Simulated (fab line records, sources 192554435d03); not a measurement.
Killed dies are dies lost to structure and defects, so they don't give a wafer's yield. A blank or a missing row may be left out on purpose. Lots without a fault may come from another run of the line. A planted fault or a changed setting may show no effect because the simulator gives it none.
fab line records | flow n5_finfet
record lots=21 wafers=63 last_day=17
route steps=1938 shown FIN_SAQP@115 FIN_CUT@163 STI_FIN_REVEAL@184
lots that met no fault: from a run of the same line without faults
start_h: hours from the record's first day to the start of the lot's first wafer shown | wait_h: hours since the lot's step before | " the same as in the row above | L1.1+2: a row that stands for several wafers | - no value, or no start given | * or withheld: withheld | < > ~ a bound
route shown NAME@n: a module of which the file shows steps, and the number in the route of the first | usual: mean/standard deviation of fault-free wafers | same: alike in all rows | chamber/n: place in a boat | sites: the reading at each site | _std_site: their standard deviation | _edge_site: outer sites' mean less inner sites' | radius_mm: how far each site lies from the wafer's centre | mask NAME#n: copy n | behind: the tool/chamber that last shaped the wafer | hold: why the lot was held/for how many hours/how that ended | device: the transistor (n, p or np) that didn't switch | end of line: the same wafers' tests at the end of the route | a step without rows: its recipe alone | killed: dies lost to structure and defects at the first sort, not the wafer's yield | map: a wafer's dies, x killed, . not, _ none there
set.NAME: the setting as run; set.NAME@STEP: as run at that earlier step | model.NAME: the simulator's own value behind a step, which no gauge read
steps of the route over a sample of lots; a table a step, a row a wafer
services: from which hour (start_h, from the record's first day; less than 0 if before it) a tool's chamber was out of use, for how many hours, and why
## steps
# step N5_FIN_SAQP_ETCH_51
# recipe chemistry=CF4 target=SiARC target_depth_a=455 mask_material=CAR-ArF time_s=75.8 ion_energy_ev=80 pressure_mtorr=40 source_w=545 bias_w=36 Ar_flow_sccm=100 cf4_flow_sccm=100 ends=cleared
# usual chamber_pressure_mTorr=40.00/0.036 drypump_motor_current_A=5.7/0.51 etch_rf_on_time_s=76.0/0.96 oes_product_au=0.63/0.036 rf_vpp_V=184.0/1 showerhead_plenum_p_Torr=2.14/0.064 throttle_valve_pct=15.71/0.22
# columns lot.wafer tool chamber start_h wait_h chamber_pressure_mTorr drypump_motor_current_A etch_rf_on_time_s oes_product_au rf_hours_counter_h rf_vpp_V showerhead_plenum_p_Torr throttle_valve_pct
L074.1 rie_diel-04 1 22.46 0.0 39.95 5.6 76.6 0.63 160 183.3 2.14 15.51
L074.2 " 3 " " 39.96 5.6 74.0 0.68 127 182.9 2.07 15.33
L074.3 " 0 " " 39.94 5.6 76.4 0.62 182 185.3 2.14 15.94
L075.1 rie_diel-06 2 28.24 0.0 39.97 5.4 76.0 0.61 209 183.3 2.12 15.81
L075.2 " 3 " " 40.02 6.8 74.9 0.67 121 185.4 2.23 15.59
L075.4 " 0 " " 39.92 5.5 75.6 0.68 92 185.0 2.24 15.67
L076.1 rie_diel-01 2 34.96 0.0 39.96 5.5 75.9 0.66 117 184.0 2.16 15.42
L076.2 " 1 " " 39.97 4.8 76.9 0.59 222 183.8 2.12 15.68
L076.4 " 0 " " 39.99 5.3 76.4 0.61 - 185.9 2.21 16.10
L077.1 rie_diel-06 0 39.91 0.0 40.00 5.5 75.4 0.67 95 185.3 2.24 15.67
L077.5 " 3 " " 39.97 6.8 75.9 0.68 - 185.3 2.23 15.60
L077.6 " 0 " " 39.98 5.5 75.1 0.68 - 185.2 2.24 15.65
L078.1 rie_diel-06 2 46.07 0.0 40.04 5.4 75.4 0.62 215 183.7 2.12 15.82
L078.2 " 1 " " 39.92 5.3 75.8 0.62 185 184.0 2.13 15.66
L078.3 " 0 " " 39.96 5.5 75.8 0.69 97 184.6 2.24 15.66
L079.1 rie_diel-04 0 54.52 0.0 39.99 5.6 75.7 0.62 193 182.4 2.13 15.96
L079.2 " 3 " " 40.02 5.6 74.0 0.68 138 182.9 2.06 15.35
L079.3 " 2 " " 39.94 6.5 77.0 0.60 216 183.4 2.04 15.89
L080.2 rie_diel-01 0 58.80 0.0 40.01 5.3 77.4 0.60 223 185.1 2.21 16.10
L080.5 " 1 " " 40.01 4.9 77.7 0.59 - 182.8 2.11 15.69
L080.6 " 0 " " 39.97 5.3 77.4 0.60 - 185.4 2.21 16.10
L081.1 rie_diel-04 3 64.52 0.0 39.94 5.6 73.9 0.67 142 183.4 2.06 15.36
L081.2 " 0 " " 39.99 5.6 75.3 0.62 197 182.7 2.13 15.97
L081.6 " 2 " " 40.07 6.6 76.8 0.60 - 182.8 2.04 15.90
L083.1 rie_diel-06 3 76.29 0.0 39.98 6.8 76.0 0.66 136 185.5 2.22 15.62
L083.3 " 1 " " 39.97 5.4 75.6 0.61 195 183.8 2.13 15.66
L083.5 " 3 " " 39.96 6.8 76.7 0.66 - 183.6 2.22 15.63
L084.1 rie_diel-04 3 83.39 0.0 40.01 5.6 74.2 0.66 150 184.3 2.06 15.37
L084.3 " 1 " " 40.06 5.6 75.8 0.62 178 184.6 2.13 15.54
L084.6 " 0 " " 40.05 5.6 75.3 0.61 - 183.4 2.13 15.96
L085.3 rie_diel-04 0 89.44 0.0 39.95 5.6 75.6 0.62 206 184.2 2.13 15.98
L085.4 " 2 " " 40.07 6.5 77.0 0.60 232 183.4 2.03 15.92
L085.5 " 1 " " 40.04 5.6 77.2 0.61 - 183.0 2.13 15.56
L086.2 rie_diel-01 2 95.27 0.0 40.00 5.5 76.1 0.65 142 183.8 2.15 15.47
L086.5 " 0 " " 40.03 5.3 77.5 0.59 - 185.0 2.20 16.15
L086.6 " 1 " " 39.98 4.8 78.1 0.58 - 185.0 2.11 15.73
L087.3 rie_diel-01 1 101.97 0.0 39.97 4.9 77.8 0.58 248 184.2 2.11 15.73
L087.5 " 2 " " 40.01 5.5 75.8 0.65 - 184.6 2.15 15.46
L087.6 " 1 " " 40.00 4.9 77.5 0.58 - 184.2 2.11 15.73
L088.1 rie_diel-06 3 106.80 0.0 40.04 6.8 76.2 0.65 145 185.8 2.22 15.63
L088.3 " 2 " " 39.93 5.4 75.5 0.61 235 183.5 2.11 15.85
L088.4 " 0 " " 39.98 5.5 76.1 0.66 116 184.6 2.24 15.70
L089.1 rie_diel-04 1 112.74 0.0 40.04 5.6 77.1 0.61 188 183.8 2.13 15.56
L089.3 " 3 " " 40.02 5.6 74.7 0.66 161 182.6 2.05 15.39
L089.6 " 3 " " 40.01 5.6 74.6 0.66 - 183.1 2.06 15.40
L090.1 rie_diel-04 3 119.41 0.0 40.03 5.6 74.4 0.65 165 183.2 2.05 15.40
L090.3 " 2 " " 40.01 6.5 77.1 0.59 244 183.2 2.03 15.94
L090.5 " 3 " " 40.01 5.7 74.8 0.65 - 183.0 2.05 15.39
L091.1 rie_diel-04 3 124.56 0.0 40.03 5.6 73.8 0.66 167 182.7 2.05 15.39
L091.5 " 1 " " 40.03 5.6 77.2 0.60 - 184.3 2.12 15.58
L091.6 " 2 " " 39.97 6.5 78.1 0.58 - 183.2 2.03 15.95
L092.1 rie_diel-04 1 133.86 0.0 39.97 5.6 76.9 0.61 197 182.8 2.12 15.58
L092.2 " 2 " " 40.00 6.5 76.7 0.59 249 182.0 2.03 15.96
L092.3 " 3 " " 40.02 5.6 74.4 0.65 170 182.4 2.05 15.42
L093.1 rie_diel-06 1 137.13 0.0 40.01 5.3 75.3 0.60 214 182.9 2.12 15.70
L093.2 " 3 " " 39.99 6.8 75.3 0.65 157 184.0 2.22 15.66
L093.4 " 0 " " 39.92 5.5 75.6 0.66 125 186.2 2.23 15.73
L094.2 rie_diel-04 1 142.86 0.0 40.00 5.6 76.3 0.60 201 183.8 2.12 15.57
L094.4 " 0 " " 39.99 5.6 75.0 0.60 - 183.9 2.12 16.03
L094.6 " 3 " " 39.99 5.6 73.8 0.65 - 181.8 2.05 15.42
L097.3 rie_diel-06 3 160.09 0.0 40.05 6.8 76.6 0.64 165 183.9 2.21 15.68
L097.4 " 1 " " 39.98 5.3 76.2 0.59 - 183.5 2.12 15.71
L097.5 " 0 " " 39.97 5.5 76.4 0.65 - 184.9 2.23 15.74
# step N5_FIN_SAQP_ETCH_34
# recipe chemistry=C4F6/O2 target=SiO2 target_depth_a=450 time_s=15 ion_energy_ev=250 pressure_mtorr=30 source_w=345 bias_w=185 Ar_flow_sccm=300 C4F6_flow_sccm=10 O2_flow_sccm=10 ends=cleared
# usual chamber_pressure_mTorr=30.002/0.024 drypump_motor_current_A=5.6/0.46 etch_rf_on_time_s=15.05/0.18 oes_f_703_au=0.76/0.079 oes_o_777_au=0.76/0.081 oes_product_au=0.65/0.072 rf_vpp_V=661/4.4 showerhead_plenum_p_Torr=2.84/0.076 throttle_valve_pct=21.11/0.27
# columns lot.wafer tool chamber start_h wait_h chamber_pressure_mTorr drypump_motor_current_A etch_rf_on_time_s oes_f_703_au oes_o_777_au oes_product_au rf_hours_counter_h rf_vpp_V showerhead_plenum_p_Torr throttle_valve_pct
L074.1 rie_diel-04 0 26.39 0.0 30.004 5.6 15.15 0.74 0.75 0.63 184 660 2.85 21.46
L074.2 " 1 " " 29.962 5.6 15.33 0.74 0.74 0.63 162 664 2.83 20.92
L074.3 " 3 " " 30.020 5.6 14.87 0.81 0.80 0.67 129 664 2.74 20.73
L075.1 rie_diel-06 2 31.88 0.0 29.962 5.4 15.02 0.72 0.73 0.62 211 657 2.83 21.28
L075.2 " 3 " " 30.019 6.8 14.90 0.79 0.80 0.68 123 663 2.97 21.05
L075.4 " 0 " " 30.021 5.6 14.98 0.80 0.81 0.69 94 668 2.98 21.09
L076.1 rie_diel-01 1 42.13 0.0 30.028 4.9 15.34 0.70 0.69 0.59 224 654 2.81 21.06
L076.2 " 0 " " 30.015 5.3 15.14 0.72 0.72 0.61 215 663 2.94 21.55
L076.4 " 1 " " 30.022 4.8 15.35 0.69 0.70 0.60 - 655 2.81 21.06
L077.1 rie_diel-04 2 44.41 0.0 30.025 6.5 15.12 0.72 0.71 0.61 213 656 2.72 21.35
L077.5 " 3 " " 30.027 5.6 14.75 0.80 0.80 0.68 - 666 2.74 20.74
L077.6 " 0 " " 29.994 5.6 14.95 0.74 0.74 0.62 - 661 2.84 21.48
L078.1 rie_diel-01 0 51.08 0.0 30.047 5.3 15.26 0.71 0.72 0.60 219 664 2.93 21.56
L078.2 " 1 " " 30.021 4.9 15.33 0.69 0.69 0.59 229 656 2.81 21.08
L078.3 " 2 " " 30.008 5.5 14.99 0.77 0.77 0.65 124 665 2.87 20.91
L079.1 rie_diel-01 2 58.51 0.0 29.986 5.5 14.99 0.77 0.77 0.65 127 667 2.87 20.92
L079.2 " 1 " " 29.981 4.9 15.14 0.69 0.68 0.59 232 655 2.81 21.06
L079.3 " 0 " " 29.959 5.4 15.16 0.71 0.72 0.60 223 666 2.93 21.57
L080.2 rie_diel-04 0 62.52 0.0 29.989 5.6 15.02 0.74 0.73 0.62 196 662 2.84 21.48
L080.5 " 3 " " 30.009 5.6 14.78 0.79 0.79 0.67 - 664 2.73 20.76
L080.6 " 2 " " 30.010 6.5 15.26 0.72 0.71 0.60 - 656 2.71 21.35
L081.1 rie_diel-04 0 68.34 0.0 30.037 5.6 14.92 0.73 0.74 0.62 199 661 2.84 21.49
L081.2 " 3 " " 29.988 5.6 14.86 0.79 0.79 0.66 145 665 2.73 20.74
L081.6 " 3 " " 30.034 5.6 14.79 0.79 0.79 0.67 - 665 2.73 20.76
L083.1 rie_diel-01 1 80.30 0.0 29.955 4.8 15.38 0.69 0.68 0.58 240 654 2.80 21.08
L083.3 " 0 " " 29.986 5.4 15.27 0.70 0.71 0.59 231 663 2.93 21.56
L083.5 " 1 " " 29.983 4.8 15.41 0.69 0.68 0.58 - 655 2.80 21.09
L084.1 rie_diel-06 3 87.49 0.0 29.976 6.8 15.00 0.79 0.79 0.66 139 663 2.96 21.07
L084.3 " 0 " " 30.049 5.5 15.03 0.78 0.79 0.67 109 667 2.97 21.14
L084.6 " 3 " " 30.001 6.8 14.99 0.78 0.78 0.66 - 663 2.96 21.07
L085.3 rie_diel-06 2 94.33 0.0 29.976 5.4 15.13 0.71 0.70 0.60 231 657 2.82 21.31
L085.4 " 0 " " 30.005 5.5 15.04 0.79 0.79 0.66 113 666 2.97 21.12
L085.5 " 2 " " 30.022 5.4 14.93 0.72 0.71 0.60 - 657 2.82 21.34
L086.2 rie_diel-01 3 100.35 0.0 29.984 5.8 14.95 1.00 1.01 0.85 1 659 2.90 20.86
L086.5 " 2 " " 30.003 5.5 15.03 0.75 0.75 0.64 - 666 2.86 20.95
L086.6 " 3 " " 30.026 5.8 14.96 0.99 1.00 0.86 - 659 2.90 20.84
L087.3 rie_diel-04 3 106.04 0.0 29.957 5.6 14.82 0.78 0.78 0.66 160 665 2.73 20.77
L087.5 " 0 " " 29.976 5.6 15.01 0.72 0.73 0.61 - 661 2.83 21.51
L087.6 " 3 " " 30.000 5.6 14.80 0.77 0.77 0.65 - 665 2.73 20.78
L088.1 rie_diel-01 3 111.15 0.0 30.023 5.8 14.95 0.97 0.98 0.83 5 658 2.90 20.87
L088.3 " 2 " " 29.978 5.5 14.91 0.75 0.74 0.64 148 665 2.86 20.95
L088.4 " 3 " " 30.041 5.8 14.97 0.97 0.97 0.83 - 658 2.90 20.85
L089.1 rie_diel-04 3 116.93 0.0 30.022 5.6 14.94 0.78 0.77 0.65 163 663 2.72 20.79
L089.3 " 1 " " 30.044 5.6 15.04 0.72 0.71 0.61 191 662 2.82 20.95
L089.6 " 0 " " 29.975 5.6 15.05 0.72 0.72 0.60 - 659 2.83 21.50
L090.1 rie_diel-01 3 123.74 0.0 29.978 5.7 14.98 0.95 0.95 0.82 11 658 2.90 20.87
L090.3 " 1 " " 30.005 4.9 14.97 0.98 0.99 0.85 0 653 2.80 20.72
L090.5 " 1 " " 29.959 4.8 14.98 0.98 0.98 0.85 - 656 2.80 20.73
L091.1 rie_diel-01 2 128.69 0.0 29.993 5.5 15.03 0.74 0.75 0.63 155 665 2.86 20.94
L091.5 " 3 " " 29.993 5.8 14.82 0.94 0.95 0.81 - 658 2.90 20.89
L091.6 " 1 " " 30.002 4.9 14.68 0.97 0.97 0.85 - 655 2.80 20.72
L092.1 rie_diel-04 1 138.15 0.0 29.989 5.6 15.11 0.71 0.71 0.60 199 662 2.82 20.97
L092.2 " 3 " " 30.007 5.6 14.76 0.76 0.76 0.64 172 665 2.72 20.79
L092.3 " 0 " " 30.020 5.6 15.17 0.71 0.72 0.60 225 660 2.83 21.51
L093.1 rie_diel-04 1 141.71 0.0 29.959 5.6 15.18 0.71 0.71 0.60 201 663 2.81 20.95
L093.2 " 3 " " 30.020 5.6 14.92 0.77 0.77 0.65 174 662 2.72 20.78
L093.4 " 1 " " 30.052 5.6 15.37 0.71 0.71 0.60 - 662 2.82 20.96
L094.2 rie_diel-06 1 146.68 0.0 30.024 5.3 15.25 0.72 0.70 0.60 216 654 2.82 21.09
L094.4 " 2 " " 29.983 5.4 15.03 0.70 0.70 0.59 249 658 2.81 21.34
L094.6 " 0 " " 29.966 5.5 15.17 0.77 0.78 0.66 - 667 2.96 21.13
L097.3 rie_diel-04 0 164.08 0.0 30.013 5.6 15.15 0.71 0.70 0.59 236 660 2.82 21.53
L097.4 " 2 " " 29.993 6.5 14.73 0.97 0.97 0.83 4 668 3.04 21.06
L097.5 " 3 " " 30.010 5.6 14.70 0.76 0.75 0.65 - 664 2.72 20.80
# step N5_FIN_CUT_CD_MEAS_08
# recipe target_cd_nm=29.1 landing_energy_ev=500 detector=se_inlens polarity=opening
# usual cd_nm=29.06/0.22
# same landing_energy_ev=500
# columns lot.wafer tool chamber start_h wait_h cd_nm
L074.1 cd_sem-02 0 27.16 - 29.06
L074.2 " 0 " " 29.01
L074.3 " 0 " " 28.67
L075.1 cd_sem-01 0 32.65 - 29.07
L075.2 " 0 " " 29.13
L075.4 " 0 " " 29.39
L076.1 cd_sem-03 0 42.90 - 28.83
L076.2 " 0 " " 28.92
L076.4 " 0 " " 28.86
L077.1 cd_sem-01 0 45.19 - 29.53
L077.5 " 0 " " 28.89
L077.6 " 0 " " 28.89
L078.1 cd_sem-02 0 51.86 - 29.28
L078.2 " 0 " " 29.23
L078.3 " 0 " " 29.07
L079.1 cd_sem-03 0 59.28 - 29.14
L079.2 " 0 " " 29.38
L079.3 " 0 " " 29.23
L080.2 cd_sem-03 0 63.29 - 29.30
L080.5 " 0 " " 28.55
L080.6 " 0 " " 29.03
L081.1 cd_sem-02 0 69.11 - 28.87
L081.2 " 0 " " 29.47
L081.6 " 0 " " 29.17
L083.1 cd_sem-03 0 81.07 - 29.09
L083.3 " 0 " " 29.09
L083.5 " 0 " " 28.86
L084.1 cd_sem-03 0 88.26 - 29.26
L084.3 " 0 " " 29.38
L084.6 " 0 " " 28.83
L085.3 cd_sem-02 0 95.10 - 29.04
L085.4 " 0 " " 29.25
L085.5 " 0 " " 29.06
L086.2 cd_sem-02 0 101.13 - 29.44
L086.5 " 0 " " 28.83
L086.6 " 0 " " 29.29
L087.3 cd_sem-03 0 106.82 - 29.33
L087.5 " 0 " " 28.83
L087.6 " 0 " " 28.85
L088.1 cd_sem-02 0 111.92 - 28.81
L088.3 " 0 " " 29.03
L088.4 " 0 " " 28.71
L089.1 cd_sem-03 0 117.86 - 29.00
L089.3 " 0 " " 28.65
L089.6 " 0 " " 29.25
L090.1 cd_sem-02 0 124.63 - 29.36
L090.3 " 0 " " 29.27
L090.5 " 0 " " 29.05
L091.1 cd_sem-02 0 129.58 - 29.16
L091.5 " 0 " " 28.97
L091.6 " 0 " " 28.85
L092.1 cd_sem-03 0 139.04 - 29.26
L092.2 " 0 " " 29.39
L092.3 " 0 " " 28.96
L093.1 cd_sem-02 0 142.60 - 29.27
L093.2 " 0 " " 29.23
L093.4 " 0 " " 28.91
L094.2 cd_sem-01 0 147.45 - 29.23
L094.4 " 0 " " 29.46
L094.6 " 0 " " 29.39
L097.3 cd_sem-02 0 164.86 - 28.95
L097.4 " 0 " " 29.02
L097.5 " 0 " " 28.95
# step N5_FIN_CUT_STRIP_24
# recipe chemistry=CF4 resist=SiARC power_w=300 bias_power_w=75 pressure_mtorr=50 cf4_flow_sccm=150 rf_frequency_hz=6e+07
# usual chamber_pressure_mTorr=50.00/0.048 drypump_motor_current_A=5.6/0.48 oes_product_au=0.75/0.063 rf_vpp_V=271.1/1.5 showerhead_plenum_p_Torr=1.79/0.055 throttle_valve_pct=13.61/0.22
# columns lot.wafer tool chamber start_h wait_h chamber_pressure_mTorr drypump_motor_current_A oes_product_au rf_hours_counter_h rf_vpp_V showerhead_plenum_p_Torr throttle_valve_pct
L074.1 rie_diel-02 1 27.90 0.0 50.06 5.4 0.68 244 271.3 1.84 13.72
L074.2 " 3 " " 50.04 5.8 0.77 126 273.5 1.88 13.57
L074.3 " 0 " " 50.02 5.9 0.68 242 268.8 1.70 13.52
L075.1 rie_diel-03 0 33.22 0.0 50.08 5.6 0.86 50 271.4 1.82 13.34
L075.2 " 2 " " 50.08 4.8 0.70 215 273.2 1.85 13.85
L075.4 " 1 " " 50.04 5.4 0.85 64 271.4 1.81 13.31
L076.1 rie_diel-02 2 43.44 0.0 50.06 5.2 0.79 117 271.4 1.81 13.60
L076.2 " 1 " " 50.05 5.4 0.68 248 270.6 1.83 13.73
L076.4 " 0 " " 49.95 5.9 0.68 246 268.4 1.70 13.53
L077.1 rie_diel-03 1 45.73 0.0 50.04 5.4 0.84 67 272.4 1.81 13.33
L077.5 " 1 " " 49.94 5.4 0.85 - 272.9 1.81 13.34
L077.6 " 0 " " 49.98 5.5 0.86 - 271.9 1.82 13.35
L078.1 rie_diel-03 0 52.94 0.0 49.92 5.5 0.84 57 270.9 1.82 13.36
L078.2 " 3 " " 49.97 5.3 0.73 155 271.0 1.79 13.54
L078.3 " 1 " " 49.99 5.4 0.84 70 271.3 1.81 13.35
L079.1 rie_diel-05 2 60.07 0.0 49.99 6.3 0.72 179 269.3 1.72 13.86
L079.2 " 3 " " 50.02 5.5 0.77 127 268.3 1.73 13.61
L079.3 " 1 " " 50.01 5.1 0.74 170 272.3 1.85 13.44
L080.2 rie_diel-02 3 63.90 0.0 49.96 5.8 0.76 139 271.8 1.87 13.59
L080.5 " 0 " " 49.95 5.9 0.68 - 269.0 1.69 13.57
L080.6 " 2 " " 49.96 5.2 0.78 - 271.8 1.80 13.65
L081.1 rie_diel-05 0 69.65 0.0 50.02 6.4 0.70 199 270.7 1.78 13.92
L081.2 " 1 " " 49.99 5.0 0.73 173 272.2 1.85 13.45
L081.6 " 3 " " 50.03 5.5 0.77 - 271.7 1.73 13.61
L083.1 rie_diel-05 2 81.62 0.0 49.99 6.3 0.71 185 268.9 1.72 13.86
L083.3 " 3 " " 49.99 5.5 0.76 134 270.9 1.72 13.61
L083.5 " 3 " " 49.99 5.5 0.76 - 270.0 1.72 13.61
L084.1 rie_diel-05 0 88.86 0.0 50.00 6.4 0.70 204 270.0 1.78 13.93
L084.3 " 3 " " 50.06 5.5 0.76 135 268.9 1.72 13.63
L084.6 " 1 " " 50.09 5.0 0.73 - 271.4 1.85 13.46
L085.3 rie_diel-05 1 95.86 0.0 50.02 5.0 0.73 180 271.7 1.85 13.47
L085.4 " 0 " " 50.00 6.4 0.69 206 271.3 1.78 13.94
L085.5 " 1 " " 50.02 5.0 0.74 - 273.0 1.85 13.47
L086.2 rie_diel-03 0 101.67 0.0 50.01 5.5 0.83 72 270.4 1.81 13.39
L086.5 " 2 " " 49.96 4.8 0.68 - 272.2 1.84 13.92
L086.6 " 1 " " 49.96 5.4 0.82 - 273.4 1.81 13.38
L087.3 rie_diel-03 2 107.36 0.0 50.03 4.9 0.69 238 271.2 1.84 13.89
L087.5 " 0 " " 49.90 5.5 0.82 - 272.2 1.81 13.39
L087.6 " 1 " " 50.00 5.4 0.81 - 271.5 1.81 13.37
L088.1 rie_diel-02 3 112.46 0.0 50.00 5.8 0.75 154 273.7 1.87 13.64
L088.3 " 2 " " 50.04 5.2 0.77 142 270.1 1.80 13.68
L088.4 " 0 " " 49.90 5.9 0.96 - 274.2 1.90 13.00
L089.1 rie_diel-03 2 118.40 0.0 49.98 4.8 0.68 242 271.3 1.84 13.89
L089.3 " 3 " " 49.99 5.3 0.71 175 271.7 1.79 13.59
L089.6 " 3 " " 49.98 5.3 0.72 - 271.2 1.79 13.58
L090.1 rie_diel-05 3 125.17 0.0 50.04 5.5 0.75 147 269.3 1.72 13.66
L090.3 " 1 " " 49.94 5.0 0.73 189 272.9 1.84 13.48
L090.5 " 2 " " 50.01 6.3 0.70 - 269.0 1.71 13.90
L091.1 rie_diel-03 0 130.12 0.0 50.06 5.5 0.81 79 270.7 1.81 13.40
L091.5 " 1 " " 50.00 5.4 0.81 - 271.0 1.81 13.38
L091.6 " 0 " " 50.04 5.5 0.82 - 270.6 1.81 13.40
L092.1 rie_diel-05 3 139.58 0.0 50.01 5.5 0.75 152 269.8 1.72 13.67
L092.2 " 2 " " 50.01 6.3 0.71 204 268.7 1.71 13.88
L092.3 " 0 " " 49.94 6.4 0.69 221 270.4 1.78 14.00
L093.1 rie_diel-05 3 143.14 0.0 49.98 5.5 0.74 153 270.1 1.72 13.67
L093.2 " 0 " " 50.01 6.4 0.68 221 270.7 1.78 14.00
L093.4 " 2 " " 50.03 6.3 0.70 205 269.0 1.71 13.90
L094.2 rie_diel-02 1 147.99 0.0 50.01 5.4 0.87 25 271.2 1.83 13.22
L094.4 " 0 " " 50.03 5.9 0.92 19 273.6 1.90 13.02
L094.6 " 3 " " 50.09 5.8 0.74 - 272.3 1.87 13.65
L097.3 rie_diel-05 1 165.40 0.0 50.00 5.0 0.72 201 272.8 1.84 13.50
L097.4 " 2 " " 49.91 6.4 0.69 212 270.1 1.71 13.93
L097.5 " 0 " " 49.91 6.4 0.68 - 269.9 1.77 13.97
# step N5_STI_FIN_REVEAL_ALD_14
# recipe material=Si3N4 target_thk_a=30 temp_c=400 ald_precursor_family=SiH2I2 ald_co_reactant=N2/H2-plasma pressure_torr=2
# usual heater_power_w=840/77
# columns lot.wafer tool chamber start_h wait_h heater_power_w
L074.1 ald_sin-04 2 28.48 0.0 917
L074.2 " 0 " " 832
L074.3 " 3 " " 763
L075.1 ald_sin-04 2 34.21 0.0 929
L075.2 " 0 " " 853
L075.4 " 1 " " 835
L076.1 ald_sin-04 3 44.02 0.0 759
L076.2 " 2 " " 898
L076.4 " 1 " " 846
L077.1 ald_sin-02 0 46.38 0.0 970
L077.5 " 1 " " 798
L077.6 " 0 " " 998
L078.1 ald_sin-02 1 54.70 0.0 773
L078.2 " 2 " " 814
L078.3 " 0 " " 974
L079.1 ald_sin-02 0 61.14 0.0 962
L079.2 " 1 " " 795
L079.3 " 3 " " 935
L080.2 ald_sin-03 1 64.49 0.0 957
L080.5 " 3 " " 760
L080.6 " 2 " " 782
L081.1 ald_sin-03 0 70.24 0.0 737
L081.2 " 1 " " 915
L081.6 " 0 " " 752
L083.1 ald_sin-03 3 82.57 0.0 771
L083.3 " 1 " " 942
L083.5 " 1 " " 935
L084.1 ald_sin-02 0 89.93 0.0 969
L084.3 " 2 " " 812
L084.6 " 1 " " 800
L085.3 ald_sin-04 2 97.53 0.0 923
L085.4 " 0 " " 829
L085.5 " 2 " " 917
L086.2 ald_sin-02 0 102.28 0.0 987
L086.5 " 1 " " 792
L086.6 " 2 " " 815
L087.3 ald_sin-03 0 107.94 0.0 735
L087.5 " 1 " " 899
L087.6 " 2 " " 795
L088.1 ald_sin-03 0 113.05 0.0 739
L088.3 " 2 " " 824
L088.4 " 3 " " 760
L089.1 ald_sin-02 2 118.98 0.0 821
L089.3 " 3 " " 964
L089.6 " 0 " " 965
L090.1 ald_sin-03 2 126.05 0.0 799
L090.3 " 0 " " 746
L090.5 " 2 " " 813
L091.1 ald_sin-03 1 130.76 0.0 944
L091.5 " 0 " " 733
L091.6 " 1 " " 953
L092.1 ald_sin-04 1 140.17 0.0 836
L092.2 " 2 " " 931
L092.3 " 0 " " 815
L093.1 ald_sin-03 0 143.73 0.0 733
L093.2 " 3 " " 779
L093.4 " 2 " " 798
L094.2 ald_sin-04 2 148.58 0.0 956
L094.4 " 1 " " 841
L094.6 " 2 " " 926
L097.3 ald_sin-04 3 166.05 0.0 771
L097.4 " 0 " " 848
L097.5 " 1 " " 817
# step N5_STI_FIN_REVEAL_DENSIFY_30
# recipe temp_c=* time_s=* ambient=N2 idle_temp_c=600 ramp_up_c_per_s=150 ramp_down_c_per_s=60 cool_to_c=600
# usual lamp_power_pct=11.54/0.058 wafer_temp_C_max=*
# columns lot.wafer tool chamber start_h wait_h lamp_power_pct wafer_temp_C_max
L074.1 rtp_anneal-01 0 34.02 0.0 11.57 *
L074.2 " 0 " " 11.51 *
L074.3 " 0 " " 11.57 *
L075.1 rtp_anneal-01 0 39.57 0.0 11.44 *
L075.2 " 0 " " 11.49 *
L075.4 " 0 " " 11.52 *
L076.1 rtp_anneal-01 0 49.49 0.1 11.51 *
L076.2 " 0 " " 11.56 *
L076.4 " 0 " " 11.48 *
L077.1 rtp_anneal-02 0 52.72 0.0 11.52 *
L077.5 " 0 " " 11.54 *
L077.6 " 0 " " 11.56 *
L078.1 rtp_anneal-02 0 60.55 0.0 11.55 *
L078.2 " 0 " " 11.53 *
L078.3 " 0 " " 11.54 *
L079.1 rtp_anneal-02 0 66.51 0.0 11.53 *
L079.2 " 0 " " 11.67 *
L079.3 " 0 " " 11.54 *
L080.2 rtp_anneal-01 0 70.74 0.9 11.52 *
L080.5 " 0 " " 11.44 *
L080.6 " 0 " " 11.54 *
L081.1 rtp_anneal-01 0 75.69 0.1 11.66 *
L081.2 " 0 " " 11.49 *
L081.6 " 0 " " 11.54 *
L083.1 rtp_anneal-01 0 88.11 0.2 11.52 *
L083.3 " 0 " " 11.50 *
L083.5 " 0 " " 11.53 *
L084.1 rtp_anneal-02 0 95.29 0.0 11.55 *
L084.3 " 0 " " 11.49 *
L084.6 " 0 " " 11.55 *
L085.3 rtp_anneal-02 0 102.95 0.1 11.54 *
L085.4 " 0 " " 11.51 *
L085.5 " 0 " " 11.56 *
L086.2 rtp_anneal-02 0 107.67 0.1 11.50 *
L086.5 " 0 " " 11.57 *
L086.6 " 0 " " 11.49 *
L087.3 rtp_anneal-02 0 113.42 0.1 11.53 *
L087.5 " 0 " " 11.65 *
L087.6 " 0 " " 11.49 *
L088.1 rtp_anneal-01 0 118.43 0.0 11.56 *
L088.3 " 0 " " 11.57 *
L088.4 " 0 " " 11.55 *
L089.1 rtp_anneal-01 0 124.34 0.0 11.48 *
L089.3 " 0 " " 11.55 *
L089.6 " 0 " " 11.60 *
L090.1 rtp_anneal-01 0 131.60 0.2 11.57 *
L090.3 " 0 " " 11.49 *
L090.5 " 0 " " 11.63 *
L091.1 rtp_anneal-02 0 136.18 0.1 11.52 *
L091.5 " 0 " " 11.48 *
L091.6 " 0 " " 11.51 *
L092.1 rtp_anneal-01 0 145.54 0.0 11.49 *
L092.2 " 0 " " 11.61 *
L092.3 " 0 " " 11.52 *
L093.1 rtp_anneal-01 0 149.10 0.0 11.50 *
L093.2 " 0 " " 11.59 *
L093.4 " 0 " " 11.49 *
L094.2 rtp_anneal-02 0 153.98 0.1 11.56 *
L094.4 " 0 " " 11.46 *
L094.6 " 0 " " 11.58 *
L097.3 rtp_anneal-01 0 171.47 0.1 11.57 *
L097.4 " 0 " " 11.51 *
L097.5 " 0 " " 11.46 *
## services
# columns tool chamber start_h hours kind
rie_diel-01 0 1.75 8.3 repair
ald_sin-04 0 15.71 3.1 repair
rie_diel-02 3 20.04 2.6 repair
rie_diel-05 - 21.37 2.8 pm
rie_diel-01 3 29.60 32.2 repair
rie_diel-05 0 30.39 36.1 repair
ald_sin-03 1 34.40 11.9 repair
ald_sin-02 - 34.89 6.1 pm
ald_sin-03 2 56.11 4.3 repair
rie_diel-04 1 57.67 9.6 repair
ald_sin-04 2 66.71 6.5 repair
rie_diel-03 1 71.18 4.8 repair
rie_diel-05 1 79.88 4.9 repair
rie_diel-01 1 86.89 2.2 repair
rie_diel-06 3 95.74 5.3 repair
rie_diel-06 1 102.17 2.4 repair
rie_diel-01 - 104.58 0.5 repair
rie_diel-02 1 110.06 6.0 repair
rie_diel-06 0 118.56 6.0 repair
rie_diel-03 - 130.92 0.7 repair
rie_diel-02 - 140.34 0.4 repair
ald_sin-03 2 148.19 5.8 repair
rie_diel-03 1 149.89 4.6 repair
ald_sin-04 2 163.53 5.6 repair
## key
fault none
